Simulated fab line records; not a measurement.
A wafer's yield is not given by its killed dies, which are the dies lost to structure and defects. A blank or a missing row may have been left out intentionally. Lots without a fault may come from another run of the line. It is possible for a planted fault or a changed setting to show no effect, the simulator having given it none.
Comparing a struck lot with a sound one || flow n5_finfet || 14 steps out of a route of 1938
Sound: wafers L727.3, L727.4, L727.5. Struck: wafer L728.1 (L728.5, L728.6, from the same lot, were not struck and are left out); the cause is given at the end.
Per side, at each step with rows, come the tool, then ch with its chambers, and then its first start. Under that, the readings that differ: sound wafers || struck wafers || difference of the means || sigmas: that difference in standard deviations of wafers without a fault.
alike: a reading whose means differ by less than 2 such deviations, as well as words and numbers matching on both sides. not compared: withheld readings; readings where some wafer has no value; bounds like >300 that might hide an equal value; numbers whose values overlap and for which the record gives no deviation.
A row with sigmas, a row that says differs or no value, or rows on one side alone: a step with any of these is where the two part. When numbers do not overlap yet have no deviation, they are printed without sigmas and do not part them. Lack of a reading on every wafer of one side parts them only where that side has two or more wafers.

first, 10 steps without rows for these wafers: N5_FIN_CUT_DESCUM_13 (chemistry O2, time 7 s); N5_FIN_CUT_ETCH_30 (etches underlayer in N2/H2, target depth 13 nm, time 10.4 s); N5_FIN_CUT_ETCH_20 (etches SiARC in CF4, target depth 26 nm, time 43.3 s); N5_FIN_CUT_ETCH_21 (etches SOC in N2/H2, target depth 219 nm, overetch 43.8 nm, time 523.5 s); N5_FIN_CUT_STRIP_23 (strips in N2/H2); N5_FIN_CUT_STRIP_31 (strips in N2/H2); N5_FIN_CUT_STRIP_24 (strips in CF4); N5_FIN_CUT_CUT_ETCH_26 (etches SiNx in CH3F/O2, target depth 39 nm, time 55.7 s); N5_FIN_CUT_CUT_ETCH_27 (etches SiO2 in CHF3/O2, target depth 4 nm, overetch 2 nm, time 4.9 s); N5_FIN_CUT_PRECLEAN_35 (cleans in vHF, time 13.3 s).
N5_FIN_CUT_CUT_ETCH_15: etches Si in HBr/Cl2/O2, target depth 100 nm, bt time 10 s, time 42.4 s.
  sound on rie_si-04 ch 0,3, day 3 03:49; struck on rie_si-05 ch 0, day 3 09:33
{"reading": "model.FIN_CUT.feature_depth_nm (nm)", "sound": "102.6 100.4 103.2", "struck": 152.6, "difference": "+50.5", "sigmas": ""}
{"reading": "model.etch.depth_nm (nm)", "sound": "102.6 100.4 103.1", "struck": 152.5, "difference": "+50.5", "sigmas": ""}
{"reading": "model.SOC_of_FIN_CUT_COAT_18.thk_nm (nm)", "sound": "169.6 171.8 169.6", "struck": 150.2, "difference": -20.1, "sigmas": ""}
  alike: drypump_motor_current_A, mfc_cl2_sccm, oes_product_au, throttle_valve_pct
  not compared: rf_fwd_power_W, rf_hours_counter_h
N5_FIN_CUT_CUT_ETCH_28: etches Si in HBr/Cl2/O2, target depth 6 nm, time 2.4 s.
  sound on rie_si-04 ch 0,3, day 3 03:53; struck on rie_si-05 ch 0, day 3 09:36
{"reading": "model.SOC_of_FIN_CUT_COAT_18.thk_nm (nm)", "sound": "167.8 170 167.8", "struck": 148.6, "difference": -19.9, "sigmas": ""}
  alike: drypump_motor_current_A, mfc_cl2_sccm, oes_product_au, throttle_valve_pct
  not compared: rf_fwd_power_W, rf_hours_counter_h
then, 1 step without rows for these wafers: N5_FIN_CUT_STRIP_22 (strips in N2/H2).
-- a jump in the record: the struck wafers' starts before and after are 6 days apart (it breaks off in module FIN_CUT and resumes in module BEOL_M4, where the first step shown is number 1111 of the route) --
N5_BEOL_M4_RC_MEAS_101:
  sound on prober-01 ch 0, day 8 22:28; struck on prober-01 ch 0, day 9 03:14
  alike: DIBL_N, DIBL_P, IOFF_N, IOFF_P, ION_N, ION_P, SS_N, SS_P, VT_N, VT_P

## WHERE THEY PART
Nowhere in this record.

WHY: what had been put in by the simulator
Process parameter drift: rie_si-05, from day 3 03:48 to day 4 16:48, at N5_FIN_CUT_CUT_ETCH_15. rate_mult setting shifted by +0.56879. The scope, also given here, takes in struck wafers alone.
